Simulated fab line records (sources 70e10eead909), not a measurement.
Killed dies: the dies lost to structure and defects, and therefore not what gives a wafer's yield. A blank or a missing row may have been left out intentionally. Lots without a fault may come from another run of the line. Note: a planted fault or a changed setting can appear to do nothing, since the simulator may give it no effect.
Chamber matching -- flow nand harc -- NHARC_A_M0_CMP_23 on cmp-04: 4 sister chambers
The step polishes, t overpolish 20 s, target thk 113.75 nm. 8 wafers are shown with their chamber, then 7 later ones without.

== WAFERS, EACH WITH ITS CHAMBER ==
wafer,chamber,motor current A (A),time to endpoint s (s)
L080.5,2,13.4,28.7
L083.5,0,10.0,29.0
L083.6,1,13.9,27.7
L085.1,0,10.2,30.1
L085.3,3,10.6,30.6
L085.5,2,13.0,27.2
L088.1,3,10.2,33.3
L088.4,1,13.8,30.0

== WAFERS WHOSE CHAMBER IS MISSING ==
wafer,motor current A (A),time to endpoint s (s)
L088.5,12.5,30.8
L095.1,10.5,27.4
L095.3,12.7,21.0
L095.4,9.7,24.5
L093.2,12.1,27.0
L093.4,13.4,27.3
L093.6,10.5,26.3

== EACH ONE'S CHAMBER ==
wafer,from the rows above,in truth
L088.5,2,2
L095.1,can't be placed: 0 or 3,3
L095.3,2,2
L095.4,0,0
L093.2,2,2
L093.4,can't be placed: 2 or 1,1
L093.6,can't be placed: 0 or 3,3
Correct placement for 4 of the 7. Can't be placed from these rows: 3 (the true chamber is among the candidates in 3). 0 placed wrongly.
How it was worked out, from the rows above alone: a wafer's distance from a chamber is the root of the sum, over the readings, of the square of ((its reading less the chamber's mean) divided by the reading's scatter). If the next closest chamber is less than 2 further off than the closest, the wafer can't be placed; otherwise it belongs to the closest. Each chamber's mean is taken over the wafers shown for it. The scatter: take each reading less its chamber's mean, square it, sum over the shown wafers, divide by the number of wafers less the number of chambers, and take the root.
